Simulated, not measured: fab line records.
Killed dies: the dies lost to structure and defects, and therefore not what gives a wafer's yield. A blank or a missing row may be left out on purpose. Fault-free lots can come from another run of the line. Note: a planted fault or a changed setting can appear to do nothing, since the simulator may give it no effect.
fab line records	flow n5_finfet
record lots=24	wafers=72	last_day=18
route steps=1938 shown MOL_CONTACT_COAG@618 BEOL_M0_SAQP@636
lots with no fault: from the same line, run without faults
start_h: the number of hours between the record's first day and the start of the first shown wafer of the lot	wait_h: how many hours have passed since the lot's step before this one	" repeats the value in the row above	L1.1+2: a single row standing in for several wafers	- no value, or no start given	* or withheld: withheld	< > ~ a bound
route shown NAME@n: NAME is a module with steps in the file, n the number in the route of the first one	usual: mean and standard deviation over wafers with no fault	same: alike in all rows	chamber/n: place in a boat	sites: each site's reading	_std_site: their standard deviation	_edge_site: the outer-site mean with the inner-site mean subtracted	radius_mm: how far each site lies from the wafer's centre	mask NAME#n: copy n	behind: tool/chamber where the wafer was last shaped	hold: reason for holding the lot/hours on hold/outcome of the hold	device: the transistor (n, p or np) that didn't switch	end of line: the tests these same wafers got at the end of their route	a step given without rows: its recipe and nothing more	killed: the dies lost at the first sort to structure and to defects; this is not the yield of the wafer	map: the dies of a wafer, with x for killed, . for not killed, _ for no die there
set.NAME: the setting as run; set.NAME@STEP: as run at that earlier step	model.NAME: the simulator's own value behind a step, which no gauge read
route steps across a sampled set of lots; one table per step, one row per wafer
services: when a tool's chamber went out of use (start_h, in hours from the record's first day, below 0 if earlier), for how many hours, and the reason
## steps
# step N5_MOL_CONTACT_COAG_STRIP_72
# recipe chemistry=N2/H2	power_w=450	temp_c=40	pressure_mtorr=20	rf_frequency_hz=6e+07	overash_fraction=3	bias_power_w=7	h2_frac=0.5	n2_flow_sccm=200	h2_flow_sccm=200
# usual drypump_motor_current_A=5.6/0.7	h2_flow_sccm=199.9/0.57	oes_product_au=0.83/0.097	power_w=449.9/1.4	rf_vpp_V=59.1/2.1	showerhead_plenum_p_Torr=2.50/0.077	temp_c=40.00/0.11	throttle_valve_pct=23.7/0.32
lot.wafer	tool	chamber	start_h	wait_h	drypump_motor_current_A	h2_flow_sccm	oes_product_au	power_w	rf_hours_counter_h	rf_vpp_V	showerhead_plenum_p_Torr	temp_c	throttle_valve_pct
L074.2	rie_diel-03	1	102.09	0.0	6.6	200.9	0.71	448.1	199	56.1	2.43	39.79	24.2
L074.3	"	0	"	"	5.0	200.6	0.95	450.4	10	58.1	2.60	40.02	23.6
L074.4	"	2	"	"	4.8	199.6	1.02	450.1	-	56.8	2.52	40.04	23.4
L075.1	rie_diel-06	2	105.52	0.0	5.4	199.3	0.74	450.2	194	58.4	2.43	40.07	24.1
L075.3	"	1	"	"	4.9	200.3	0.87	447.8	66	57.1	2.48	39.97	23.7
L075.5	"	3	"	"	6.7	199.8	0.71	452.2	-	58.9	2.49	39.85	23.8
L076.1	rie_diel-03	0	116.12	0.0	5.0	199.2	0.95	447.3	17	63.1	2.59	39.90	23.7
L076.2	"	2	"	"	4.8	199.5	0.98	450.0	7	59.7	2.51	40.13	23.4
L076.5	"	2	"	"	4.8	200.1	0.99	447.2	-	56.0	2.51	40.02	23.4
L077.1	rie_diel-06	2	119.72	0.0	5.4	200.5	0.74	450.3	200	59.6	2.42	40.05	24.1
L077.2	"	3	"	"	6.7	199.9	0.71	449.4	245	58.6	2.49	40.15	23.8
L077.3	"	1	"	"	4.9	199.8	0.84	449.1	71	55.3	2.48	40.11	23.7
L078.3	rie_diel-03	3	126.52	0.0	6.5	199.6	1.02	451.4	1	59.8	2.70	40.18	23.1
L078.5	"	2	"	"	4.8	199.0	0.96	450.0	-	59.4	2.51	39.94	23.5
L078.6	"	3	"	"	6.6	199.2	1.00	450.4	-	55.9	2.70	40.08	23.1
L080.2	rie_diel-04	2	141.48	0.0	5.8	199.7	0.69	451.7	212	58.4	2.51	40.20	23.9
L080.4	"	3	"	"	5.7	199.6	0.89	449.1	51	59.9	2.46	39.94	23.7
L080.5	"	1	"	"	6.1	199.9	0.87	448.2	-	60.4	2.49	40.25	23.3
L079.1	rie_diel-03	3	141.65	0.0	6.5	198.9	0.95	450.5	7	60.2	2.69	40.18	23.1
L079.4	"	0	"	"	5.0	200.5	0.92	450.5	26	57.7	2.59	39.93	23.7
L079.6	"	0	"	"	5.1	200.2	0.91	450.9	-	61.2	2.59	39.83	23.7
L081.1	rie_diel-06	0	144.65	0.0	5.2	199.5	0.87	447.9	49	61.2	2.48	40.02	23.9
L081.2	"	2	"	"	5.4	199.4	0.73	449.0	210	59.4	2.42	40.16	24.1
L081.3	"	1	"	"	4.9	200.0	0.83	449.6	82	56.9	2.47	40.09	23.7
L082.1	rie_diel-06	0	151.22	0.0	5.2	200.4	0.85	449.3	51	59.1	2.48	40.08	23.9
L082.3	"	2	"	"	5.4	199.5	0.72	449.1	213	61.6	2.42	39.79	24.1
L082.6	"	0	"	"	5.2	199.6	0.85	448.5	-	56.2	2.48	39.97	23.9
L083.2	rie_diel-06	2	154.71	0.0	5.4	199.7	0.72	451.6	214	61.4	2.42	39.91	24.1
L083.5	"	3	"	"	6.7	199.3	1.02	451.9	-	64.3	2.49	39.84	23.5
L083.6	"	0	"	"	5.1	199.6	0.85	451.5	-	57.8	2.48	39.97	23.9
L084.3	rie_diel-06	0	164.30	0.0	5.2	199.4	0.85	450.6	57	58.6	2.48	40.27	23.9
L084.5	"	2	"	"	5.4	200.9	0.71	450.4	-	59.2	2.42	39.96	24.1
L084.6	"	1	"	"	4.8	199.9	0.83	448.9	-	60.0	2.47	40.03	23.7
L085.1	rie_diel-03	2	167.14	0.0	4.8	199.6	0.91	452.6	27	59.1	2.51	39.91	23.5
L085.2	"	3	"	"	6.5	199.9	0.93	448.0	16	58.5	2.69	39.88	23.2
L085.5	"	2	"	"	4.8	200.5	0.93	450.9	-	61.3	2.50	40.01	23.4
L086.1	rie_diel-04	2	174.87	0.0	5.9	199.7	0.69	449.5	227	56.4	2.51	39.96	23.9
L086.3	"	0	"	"	5.5	198.7	0.76	449.3	139	61.0	2.44	40.17	23.7
L086.4	"	1	"	"	6.2	199.8	0.88	452.9	50	60.1	2.48	39.99	23.4
L087.2	rie_diel-04	1	177.57	0.0	6.1	200.3	0.85	450.9	50	54.7	2.48	39.95	23.3
L087.3	"	0	"	"	5.5	199.7	0.76	449.8	139	58.3	2.44	40.04	23.7
L087.4	"	2	"	"	5.9	200.1	0.68	450.5	228	60.8	2.51	39.93	23.9
L088.2	rie_diel-03	2	185.26	0.0	4.8	199.5	0.92	450.6	34	61.4	2.50	40.04	23.5
L088.5	"	2	"	"	4.8	198.9	0.91	450.0	-	59.8	2.50	39.98	23.4
L088.6	"	3	"	"	6.5	199.7	0.92	450.6	-	58.0	2.69	40.07	23.2
L089.2	rie_diel-03	0	193.10	0.0	5.0	200.2	0.89	450.9	44	57.7	2.58	40.02	23.7
L089.3	"	3	"	"	6.5	200.8	0.93	449.3	27	57.5	2.69	39.95	23.2
L089.6	"	1	"	"	6.6	200.8	0.69	452.3	-	63.2	2.41	40.00	24.3
L090.1	rie_diel-03	2	196.90	0.0	4.8	201.0	0.90	450.1	38	60.1	2.50	39.96	23.5
L090.2	"	1	"	"	6.6	200.5	0.69	449.5	235	59.5	2.42	40.12	24.2
L090.3	"	3	"	"	6.5	199.7	0.93	448.0	28	59.1	2.68	39.96	23.2
L091.2	rie_diel-03	0	200.90	0.0	5.0	200.3	0.90	447.7	47	57.0	2.58	39.81	23.7
L091.4	"	3	"	"	6.5	200.1	0.90	448.4	29	59.5	2.68	40.00	23.2
L091.5	"	0	"	"	5.0	200.9	0.89	449.1	-	63.6	2.58	39.87	23.8
L092.1	rie_diel-04	3	209.60	0.0	5.6	198.9	0.84	449.2	75	56.4	2.45	40.16	23.8
L092.4	"	1	"	"	6.1	200.4	0.84	448.7	-	59.8	2.47	40.05	23.3
L092.6	"	2	"	"	5.8	200.4	0.67	447.2	-	60.8	2.50	40.07	24.0
L093.1	rie_diel-03	1	216.06	0.0	6.6	200.6	0.68	448.7	241	63.2	2.41	39.96	24.3
L093.3	"	2	"	"	4.8	200.4	0.89	449.8	44	61.9	2.50	40.12	23.5
L093.5	"	1	"	"	6.6	200.2	0.67	448.7	-	59.8	2.41	39.88	24.3
L094.1	rie_diel-06	0	222.15	0.0	5.2	200.6	0.83	448.7	77	57.8	2.47	39.96	23.9
L094.2	"	1	"	"	4.9	200.0	0.79	449.8	109	58.5	2.46	40.11	23.7
L094.5	"	1	"	"	4.9	200.8	0.81	450.6	-	55.4	2.46	40.15	23.7
L095.2	rie_diel-06	2	225.36	0.0	5.4	200.7	0.69	449.3	239	60.0	2.41	40.17	24.2
L095.3	"	0	"	"	5.2	200.1	0.84	448.9	78	55.9	2.47	40.10	23.9
L095.5	"	1	"	"	4.9	199.9	0.80	450.3	-	59.3	2.46	39.77	23.8
L096.2	rie_diel-03	1	234.37	0.0	6.5	200.2	0.68	449.7	247	59.2	2.41	39.65	24.2
L096.4	"	0	"	"	5.1	201.1	0.84	449.2	58	59.3	2.58	40.06	23.8
L096.6	"	3	"	"	6.5	198.6	0.89	448.5	-	61.2	2.68	40.02	23.2
L097.2	rie_diel-06	3	241.94	0.0	6.7	198.2	0.91	448.0	33	62.5	2.47	40.01	23.6
L097.3	"	2	"	"	5.3	200.8	0.70	449.1	245	56.5	2.41	39.92	24.1
L097.6	"	0	"	"	5.2	199.4	0.83	448.7	-	58.5	2.46	39.93	23.9
# step N5_MOL_CONTACT_COAG_INSPECT_97
# recipe inspect_instrument=darkfield	mode=post_anneal
# usual raw_defect_count=43/17
lot.wafer	tool	chamber	start_h	wait_h	raw_defect_count
L074.2	defect_inspect-02	-	106.16	0.0	24
L074.3	"	-	"	"	42
L074.4	"	-	"	"	30
L075.1	defect_inspect-02	-	109.87	0.0	34
L075.3	"	-	"	"	24
L075.5	"	-	"	"	33
L076.1	defect_inspect-02	-	120.15	0.0	144
L076.2	"	-	"	"	46
L076.5	"	-	"	"	42
L077.1	defect_inspect-02	-	123.74	0.0	23
L077.2	"	-	"	"	23
L077.3	"	-	"	"	32
L078.3	defect_inspect-01	-	130.60	0.1	62
L078.5	"	-	"	"	63
L078.6	"	-	"	"	36
L080.2	defect_inspect-01	-	145.52	0.0	27
L080.4	"	-	"	"	27
L080.5	"	-	"	"	39
L079.1	defect_inspect-01	-	148.50	0.0	25
L079.4	"	-	"	"	26
L079.6	"	-	"	"	25
L081.1	defect_inspect-01	-	151.50	0.0	27
L081.2	"	-	"	"	33
L081.3	"	-	"	"	21
L082.1	defect_inspect-02	-	155.63	0.0	34
L082.3	"	-	"	"	49
L082.6	"	-	"	"	36
L083.2	defect_inspect-01	-	159.27	0.0	60
L083.5	"	-	"	"	63
L083.6	"	-	"	"	37
L084.3	defect_inspect-01	-	168.39	0.1	36
L084.5	"	-	"	"	29
L084.6	"	-	"	"	80
L085.1	defect_inspect-02	-	171.34	0.0	29
L085.2	"	-	"	"	37
L085.5	"	-	"	"	53
L086.1	defect_inspect-02	-	179.14	0.0	29
L086.3	"	-	"	"	48
L086.4	"	-	"	"	55
L087.2	defect_inspect-01	-	182.16	0.0	32
L087.3	"	-	"	"	43
L087.4	"	-	"	"	53
L088.2	defect_inspect-02	-	189.32	0.1	33
L088.5	"	-	"	"	27
L088.6	"	-	"	"	45
L089.2	defect_inspect-01	-	197.50	0.0	30
L089.3	"	-	"	"	28
L089.6	"	-	"	"	27
L090.1	defect_inspect-01	-	200.92	0.0	24
L090.2	"	-	"	"	44
L090.3	"	-	"	"	50
L091.2	defect_inspect-01	-	204.96	0.1	33
L091.4	"	-	"	"	51
L091.5	"	-	"	"	56
L092.1	defect_inspect-02	-	213.62	0.0	54
L092.4	"	-	"	"	51
L092.6	"	-	"	"	79
L093.1	defect_inspect-01	-	232.82	0.0	47
L093.3	"	-	"	"	116
L093.5	"	-	"	"	50
L094.1	defect_inspect-02	-	232.82	0.0	41
L094.2	"	-	"	"	52
L094.5	"	-	"	"	51
L095.2	defect_inspect-01	-	233.14	0.3	30
L095.3	"	-	"	"	39
L095.5	"	-	"	"	48
L096.2	defect_inspect-02	-	238.62	0.0	56
L096.4	"	-	"	"	44
L096.6	"	-	"	"	52
L097.2	defect_inspect-01	-	246.00	0.1	47
L097.3	"	-	"	"	45
L097.6	"	-	"	"	52
# step N5_BEOL_M0_SAQP_PECVD_96
# recipe material=a-Si	target_thk_a=450	temp_c=350	precursor=SiH4/He	pressure_torr=3	rf_w=100	time_s=45.2
# usual heater_power_w=609/65	showerhead_plenum_p_Torr=5.66/0.039	throttle_valve_pct=18.3/0.86
lot.wafer	tool	chamber	start_h	wait_h	heater_power_w	showerhead_plenum_p_Torr	throttle_valve_pct
L074.2	pecvd-03	0	107.07	0.0	593	5.63	18.7
L074.3	"	1	"	"	688	5.75	18.9
L074.4	"	0	"	"	604	5.63	18.6
L075.1	pecvd-03	2	110.43	0.0	636	5.67	17.0
L075.3	"	0	"	"	632	5.63	18.6
L075.5	"	0	"	"	629	5.62	18.6
L076.1	pecvd-01	1	120.81	0.0	496	5.64	18.0
L076.2	"	0	"	"	565	5.66	19.6
L076.5	"	0	"	"	559	5.67	19.6
L077.1	pecvd-01	0	127.04	0.0	612	5.65	19.7
L077.2	"	1	"	"	516	5.61	17.9
L077.3	"	2	"	"	566	5.62	18.0
L078.3	pecvd-01	1	132.81	0.0	513	5.65	18.1
L078.5	"	0	"	"	564	5.66	19.8
L078.6	"	1	"	"	505	5.64	17.9
L080.2	pecvd-03	0	148.18	0.0	689	5.64	18.6
L080.4	"	0	"	"	700	5.64	19.1
L080.5	"	1	"	"	676	5.73	19.0
L079.1	pecvd-04	1	150.86	0.0	610	5.69	18.3
L079.4	"	1	"	"	630	5.71	18.4
L079.6	"	2	"	"	666	5.67	17.3
L081.1	pecvd-03	0	153.96	0.0	610	5.64	18.7
L081.2	"	1	"	"	590	5.73	18.8
L081.3	"	2	"	"	671	5.67	17.1
L082.1	pecvd-03	0	157.85	0.0	676	5.64	18.6
L082.3	"	1	"	"	654	5.74	18.9
L082.6	"	0	"	"	678	5.63	18.6
L083.2	pecvd-04	1	159.97	0.0	603	5.70	18.5
L083.5	"	2	"	"	760	5.66	17.1
L083.6	"	0	"	"	578	5.62	18.2
L084.3	pecvd-04	0	169.17	0.0	536	5.59	18.3
L084.5	"	0	"	"	525	5.63	18.2
L084.6	"	1	"	"	682	5.71	18.2
L085.1	pecvd-04	1	171.90	0.0	671	5.70	18.0
L085.2	"	2	"	"	761	5.66	17.2
L085.5	"	0	"	"	596	5.62	18.2
L086.1	pecvd-01	0	181.55	0.0	514	5.65	19.5
L086.3	"	0	"	"	534	5.65	19.9
L086.4	"	2	"	"	548	5.65	17.8
L087.2	pecvd-01	2	183.19	0.0	557	5.63	17.9
L087.3	"	2	"	"	556	5.62	18.4
L087.4	"	0	"	"	607	5.66	19.4
L088.2	pecvd-01	0	191.06	0.0	499	5.66	19.6
L088.5	"	0	"	"	518	5.66	19.7
L088.6	"	2	"	"	536	5.63	18.2
L089.2	pecvd-04	0	199.02	0.0	611	5.61	18.0
L089.3	"	2	"	"	636	5.66	17.6
L089.6	"	2	"	"	651	5.66	17.2
L090.1	pecvd-03	1	201.49	0.0	676	5.75	18.8
L090.2	"	2	"	"	632	5.68	17.0
L090.3	"	0	"	"	647	5.63	18.9
L091.2	pecvd-03	1	206.81	0.0	568	5.75	18.7
L091.4	"	2	"	"	673	5.67	17.0
L091.5	"	0	"	"	686	5.65	19.0
L092.1	pecvd-01	1	216.10	0.0	527	5.64	18.1
L092.4	"	0	"	"	527	5.67	19.7
L092.6	"	1	"	"	524	5.65	18.4
L093.1	pecvd-03	2	233.38	0.0	711	5.65	17.2
L093.3	"	1	"	"	567	5.73	18.6
L093.5	"	2	"	"	722	5.67	16.8
L094.1	pecvd-04	1	233.41	0.0	574	5.70	18.2
L094.2	"	0	"	"	582	5.61	18.1
L094.5	"	0	"	"	591	5.61	18.2
L095.2	pecvd-04	1	235.70	0.0	687	5.71	18.0
L095.3	"	2	"	"	671	5.65	16.3
L095.5	"	2	"	"	673	5.64	16.2
L096.2	pecvd-01	2	239.57	0.0	573	5.62	18.4
L096.4	"	1	"	"	540	5.64	18.2
L096.6	"	2	"	"	578	5.62	18.2
L097.2	pecvd-01	2	247.62	0.0	595	5.62	18.4
L097.3	"	1	"	"	464	5.63	18.0
L097.6	"	2	"	"	606	5.63	18.2
# step N5_BEOL_M0_SAQP_CD_MEAS_14
# recipe target_cd_nm=42.5	landing_energy_ev=500	detector=se_inlens
# usual cd_nm=42.6/0.38
lot.wafer	tool	chamber	start_h	wait_h	cd_nm
L074.2	cd_sem-02	0	107.61	-	41.8
L074.3	"	0	"	"	42.2
L074.4	"	0	"	"	43.0
L075.1	cd_sem-01	0	110.97	-	42.8
L075.3	"	0	"	"	42.3
L075.5	"	0	"	"	42.0
L076.1	cd_sem-03	0	121.47	-	42.7
L076.2	"	0	"	"	42.3
L076.5	"	0	"	"	41.9
L077.1	cd_sem-02	0	127.58	-	42.8
L077.2	"	0	"	"	43.2
L077.3	"	0	"	"	43.0
L078.3	cd_sem-02	0	133.48	-	43.1
L078.5	"	0	"	"	43.2
L078.6	"	0	"	"	42.6
L080.2	cd_sem-02	0	148.72	-	42.9
L080.4	"	0	"	"	42.9
L080.5	"	0	"	"	42.3
L079.1	cd_sem-01	0	151.53	-	42.5
L079.4	"	0	"	"	42.8
L079.6	"	0	"	"	42.8
L081.1	cd_sem-02	0	154.63	-	43.5
L081.2	"	0	"	"	43.4
L081.3	"	0	"	"	43.4
L082.1	cd_sem-02	0	158.39	-	42.5
L082.3	"	0	"	"	43.1
L082.6	"	0	"	"	43.1
L083.2	cd_sem-02	0	160.64	-	42.7
L083.5	"	0	"	"	42.5
L083.6	"	0	"	"	42.8
L084.3	cd_sem-01	0	169.72	-	42.8
L084.5	"	0	"	"	42.9
L084.6	"	0	"	"	42.7
L085.1	cd_sem-01	0	172.56	-	42.5
L085.2	"	0	"	"	42.4
L085.5	"	0	"	"	42.9
L086.1	cd_sem-01	0	182.17	-	42.5
L086.3	"	0	"	"	43.1
L086.4	"	0	"	"	42.2
L087.2	cd_sem-01	0	183.83	-	42.8
L087.3	"	0	"	"	42.4
L087.4	"	0	"	"	42.5
L088.2	cd_sem-02	0	191.59	-	42.3
L088.5	"	0	"	"	42.6
L088.6	"	0	"	"	42.6
L089.2	cd_sem-01	0	199.56	-	42.9
L089.3	"	0	"	"	42.1
L089.6	"	0	"	"	42.1
L090.1	cd_sem-03	0	202.03	-	42.5
L090.2	"	0	"	"	42.9
L090.3	"	0	"	"	42.6
L091.2	cd_sem-03	0	207.50	-	42.6
L091.4	"	0	"	"	42.5
L091.5	"	0	"	"	42.6
L092.1	cd_sem-03	0	216.66	-	42.4
L092.4	"	0	"	"	42.0
L092.6	"	0	"	"	42.5
L093.1	cd_sem-02	0	234.04	-	42.1
L093.3	"	0	"	"	42.2
L093.5	"	0	"	"	43.0
L094.1	cd_sem-02	0	234.20	-	42.8
L094.2	"	0	"	"	42.2
L094.5	"	0	"	"	42.7
L095.2	cd_sem-02	0	236.36	-	42.1
L095.3	"	0	"	"	42.3
L095.5	"	0	"	"	43.0
L096.2	cd_sem-01	0	240.24	-	42.5
L096.4	"	0	"	"	42.1
L096.6	"	0	"	"	42.8
L097.2	cd_sem-01	0	248.28	-	42.3
L097.3	"	0	"	"	42.5
L097.6	"	0	"	"	42.0
# step N5_BEOL_M0_SAQP_OVL_MEAS_15
# recipe points_per_wafer=44
# usual M0_CORE_OVL=-0.1/0.76
lot.wafer	tool	chamber	start_h	wait_h	M0_CORE_OVL[nm]
L074.2	overlay-02	0	107.64	0.0	-0.1
L074.3	"	0	"	"	-1.0
L074.4	"	0	"	"	-1.0
L075.1	overlay-02	0	111.00	0.0	-0.9
L075.3	"	0	"	"	-1.6
L075.5	"	0	"	"	-0.9
L076.1	overlay-02	0	121.50	0.0	-0.3
L076.2	"	0	"	"	0.0
L076.5	"	0	"	"	-0.5
L077.1	overlay-02	0	127.61	0.0	-0.7
L077.2	"	0	"	"	-0.7
L077.3	"	0	"	"	0.2
L078.3	overlay-01	0	133.50	0.0	-1.9
L078.5	"	0	"	"	-0.5
L078.6	"	0	"	"	0.4
L080.2	overlay-01	0	148.75	0.0	0.3
L080.4	"	0	"	"	0.0
L080.5	"	0	"	"	-0.7
L079.1	overlay-02	0	151.56	0.0	0.6
L079.4	"	0	"	"	0.3
L079.6	"	0	"	"	0.7
L081.1	overlay-02	0	154.66	0.0	0.7
L081.2	"	0	"	"	0.9
L081.3	"	0	"	"	-0.5
L082.1	overlay-02	0	158.42	0.0	-0.7
L082.3	"	0	"	"	-0.7
L082.6	"	0	"	"	0.0
L083.2	overlay-01	0	160.67	0.0	0.0
L083.5	"	0	"	"	-0.7
L083.6	"	0	"	"	0.2
L084.3	overlay-02	0	169.74	0.0	0.0
L084.5	"	0	"	"	-0.5
L084.6	"	0	"	"	0.3
L085.1	overlay-01	0	172.59	0.0	-0.8
L085.2	"	0	"	"	-0.3
L085.5	"	0	"	"	-0.6
L086.1	overlay-02	0	182.20	0.0	0.2
L086.3	"	0	"	"	-0.7
L086.4	"	0	"	"	0.0
L087.2	overlay-01	0	183.87	0.0	0.3
L087.3	"	0	"	"	1.1
L087.4	"	0	"	"	0.5
L088.2	overlay-01	0	191.62	0.0	-0.5
L088.5	"	0	"	"	-0.6
L088.6	"	0	"	"	0.4
L089.2	overlay-01	0	199.59	0.0	0.4
L089.3	"	0	"	"	0.8
L089.6	"	0	"	"	0.9
L090.1	overlay-02	0	202.06	0.0	1.2
L090.2	"	0	"	"	0.4
L090.3	"	0	"	"	1.1
L091.2	overlay-02	0	207.53	0.0	0.1
L091.4	"	0	"	"	0.0
L091.5	"	0	"	"	0.2
L092.1	overlay-01	0	216.69	0.0	0.4
L092.4	"	0	"	"	-0.6
L092.6	"	0	"	"	-0.4
L093.1	overlay-01	0	234.07	0.0	0.9
L093.3	"	0	"	"	-0.9
L093.5	"	0	"	"	-0.6
L094.1	overlay-02	0	234.23	0.0	-1.5
L094.2	"	0	"	"	-0.3
L094.5	"	0	"	"	0.0
L095.2	overlay-01	0	236.39	0.0	1.6
L095.3	"	0	"	"	0.4
L095.5	"	0	"	"	0.5
L096.2	overlay-01	0	240.27	0.0	0.1
L096.4	"	0	"	"	-0.5
L096.6	"	0	"	"	0.4
L097.2	overlay-01	0	248.31	0.0	-0.6
L097.3	"	0	"	"	-0.6
L097.6	"	0	"	"	-0.7
# step N5_BEOL_M0_SAQP_DESCUM_19
# recipe chemistry=O2	time_s=7.9	source_power_w=50	bias_power_w=20	pressure_mtorr=20	rf_frequency_hz=2.712e+07	temp_c=40	resist=CAR-ArF	o2_flow_sccm=225
# usual drypump_motor_current_A=5.8/0.46	oes_product_au=0.75/0.067	rf_vpp_V=243.1/1.5	showerhead_plenum_p_Torr=2.09/0.066	temp_c=39.98/0.1	throttle_valve_pct=20.45/0.18
lot.wafer	tool	chamber	start_h	wait_h	drypump_motor_current_A	oes_product_au	rf_hours_counter_h	rf_vpp_V	showerhead_plenum_p_Torr	temp_c	throttle_valve_pct
L074.2	rie_diel-01	2	107.70	0.0	6.0	0.74	162	244.5	2.15	39.71	20.43
L074.3	"	0	"	"	6.0	0.78	126	243.5	2.04	40.01	20.75
L074.4	"	1	"	"	6.5	0.95	18	243.6	2.14	40.03	20.22
L075.1	rie_diel-01	2	111.31	0.3	5.9	0.73	163	243.8	2.15	39.89	20.42
L075.3	"	1	"	"	6.5	0.96	19	243.8	2.14	39.99	20.23
L075.5	"	2	"	"	6.0	0.73	-	245.2	2.15	40.04	20.41
L076.1	rie_diel-01	1	121.80	0.3	6.5	0.95	23	244.0	2.14	40.00	20.23
L076.2	"	2	"	"	5.9	0.73	167	245.1	2.15	40.19	20.42
L076.5	"	0	"	"	6.1	0.79	-	242.0	2.04	39.91	20.75
L077.1	rie_diel-05	2	127.67	0.0	5.6	0.73	196	244.0	2.16	39.94	20.33
L077.2	"	3	"	"	5.6	0.73	202	243.5	2.17	39.92	20.54
L077.3	"	1	"	"	5.7	0.73	159	241.8	2.01	39.96	20.86
L078.3	rie_diel-01	3	133.56	0.0	5.0	0.73	181	242.5	2.02	39.82	20.57
L078.5	"	2	"	"	6.0	0.74	-	245.9	2.15	39.90	20.43
L078.6	"	1	"	"	6.5	0.94	-	243.8	2.13	40.06	20.24
L080.2	rie_diel-02	2	149.00	0.2	5.0	0.74	178	243.4	2.07	40.12	20.20
L080.4	"	3	"	"	5.9	0.71	189	241.8	2.00	39.90	20.51
L080.5	"	0	"	"	5.7	0.74	-	242.6	2.09	40.00	20.29
L079.1	rie_diel-05	2	151.61	0.0	5.6	0.73	203	244.2	2.15	40.03	20.34
L079.4	"	1	"	"	5.7	0.72	165	240.5	2.01	39.94	20.88
L079.6	"	1	"	"	5.7	0.73	-	240.8	2.01	40.02	20.86
L081.1	rie_diel-02	3	154.71	0.0	5.9	0.70	190	242.1	2.00	39.74	20.50
L081.2	"	0	"	"	5.7	0.74	154	242.5	2.09	39.94	20.28
L081.3	"	1	"	"	6.1	0.72	185	245.3	2.17	39.98	20.48
L082.1	rie_diel-01	3	158.55	0.1	5.0	0.73	189	243.2	2.01	39.99	20.58
L082.3	"	2	"	"	5.9	0.72	178	243.7	2.15	40.04	20.44
L082.6	"	1	"	"	6.5	0.92	-	243.5	2.13	40.13	20.25
L083.2	rie_diel-02	2	160.72	0.0	5.0	0.73	181	242.6	2.07	40.08	20.22
L083.5	"	1	"	"	6.2	0.71	-	244.4	2.17	39.95	20.46
L083.6	"	0	"	"	5.7	0.73	-	242.6	2.09	40.09	20.29
L084.3	rie_diel-01	1	169.81	0.0	6.5	0.90	38	243.9	2.13	40.14	20.25
L084.5	"	1	"	"	6.5	0.91	-	243.7	2.13	39.84	20.26
L084.6	"	0	"	"	6.0	0.77	-	240.9	2.03	39.99	20.77
L085.1	rie_diel-05	3	172.78	0.2	5.6	0.72	215	244.3	2.17	39.99	20.56
L085.2	"	0	"	"	5.8	0.84	72	244.3	2.20	40.10	20.39
L085.5	"	2	"	"	5.6	0.72	-	243.6	2.15	39.99	20.35
L086.1	rie_diel-02	0	182.26	0.0	5.7	0.74	165	243.3	2.09	39.97	20.32
L086.3	"	3	"	"	5.9	0.69	200	241.5	2.00	39.84	20.53
L086.4	"	2	"	"	5.0	0.73	188	242.3	2.06	39.96	20.22
L087.2	rie_diel-01	3	183.92	0.0	5.0	0.71	196	241.4	2.01	39.99	20.60
L087.3	"	1	"	"	6.5	0.89	42	243.2	2.13	39.99	20.26
L087.4	"	1	"	"	6.5	0.90	-	243.0	2.13	40.06	20.27
L088.2	rie_diel-02	3	191.68	0.0	5.9	0.70	203	243.2	2.00	39.96	20.53
L088.5	"	3	"	"	5.9	0.70	-	240.8	2.00	39.83	20.52
L088.6	"	0	"	"	5.7	0.73	-	243.8	2.09	40.01	20.32
L089.2	rie_diel-02	1	199.84	0.2	6.2	0.71	196	243.7	2.17	39.99	20.47
L089.3	"	0	"	"	5.7	0.73	170	243.6	2.09	39.98	20.31
L089.6	"	1	"	"	6.2	0.71	-	244.2	2.17	40.11	20.49
L090.1	rie_diel-02	1	202.12	0.0	6.2	0.71	196	244.6	2.17	39.95	20.47
L090.2	"	3	"	"	5.9	0.70	206	240.4	2.00	39.85	20.53
L090.3	"	2	"	"	4.9	0.74	193	241.3	2.06	39.94	20.23
L091.2	rie_diel-01	3	207.63	0.1	5.0	0.71	204	241.2	2.01	40.04	20.60
L091.4	"	0	"	"	6.0	0.77	158	241.2	2.03	40.08	20.81
L091.5	"	0	"	"	6.0	0.77	-	243.9	2.03	39.86	20.79
L092.1	rie_diel-02	0	216.75	0.0	5.7	0.73	175	243.5	2.09	39.92	20.32
L092.4	"	1	"	"	6.2	0.71	200	245.6	2.17	40.05	20.48
L092.6	"	0	"	"	5.7	0.74	-	244.2	2.09	39.95	20.30
L093.1	rie_diel-02	2	234.13	0.0	5.0	0.73	202	243.7	2.06	40.24	20.23
L093.3	"	3	"	"	5.9	0.68	216	239.7	1.99	40.12	20.56
L093.5	"	3	"	"	5.9	0.69	-	241.6	1.99	40.01	20.54
L094.1	rie_diel-05	2	234.29	0.0	5.6	0.71	228	245.3	2.14	40.04	20.38
L094.2	"	0	"	"	5.9	0.83	89	245.3	2.19	39.76	20.44
L094.5	"	3	"	"	5.6	0.70	-	243.8	2.16	40.06	20.59
L095.2	rie_diel-02	2	236.45	0.0	5.0	0.72	202	241.2	2.06	40.20	20.23
L095.3	"	0	"	"	5.8	0.71	181	243.5	2.08	40.01	20.33
L095.5	"	2	"	"	4.9	0.72	-	242.9	2.06	39.99	20.25
L096.2	rie_diel-02	1	240.33	0.0	6.1	0.71	207	244.4	2.17	39.91	20.51
L096.4	"	3	"	"	5.9	0.68	218	241.0	1.99	40.07	20.54
L096.6	"	1	"	"	6.1	0.72	-	243.2	2.17	39.82	20.51
L097.2	rie_diel-02	1	248.37	0.0	6.2	0.70	209	245.2	2.16	39.99	20.51
L097.3	"	2	"	"	5.0	0.72	206	243.0	2.06	39.89	20.27
L097.6	"	0	"	"	5.8	0.72	-	245.0	2.08	40.05	20.34
## services
tool	chamber	start_h	hours	kind
rie_diel-03	2	78.36	-	clean
rie_diel-03	2	78.36	-	consumable_replace:focus_ring
rie_diel-03	2	78.36	23.1	scheduled_down
rie_diel-03	2	78.36	23.1	vent_cycle
rie_diel-06	3	81.71	6.0	repair
rie_diel-05	1	91.99	2.6	repair
rie_diel-02	1	92.88	3.0	repair
rie_diel-03	-	97.60	2.8	pm
rie_diel-03	3	101.64	-	clean
rie_diel-03	3	101.64	-	consumable_replace:focus_ring
rie_diel-03	3	101.64	-	consumable_replace:showerhead
rie_diel-02	1	113.71	14.4	repair
pecvd-01	-	114.27	1.3	repair
rie_diel-04	1	120.81	9.9	repair
rie_diel-04	0	148.13	8.1	repair
rie_diel-02	1	163.00	10.2	repair
rie_diel-05	1	177.64	1.4	repair
rie_diel-01	0	181.02	4.1	repair
pecvd-03	1	181.93	7.5	repair
pecvd-04	-	229.27	2.6	repair
rie_diel-03	1	241.09	-	clean
rie_diel-03	1	241.09	-	consumable_replace:focus_ring
rie_diel-03	1	241.09	-	consumable_replace:showerhead
rie_diel-06	2	243.08	8.3	repair
## key
fault none
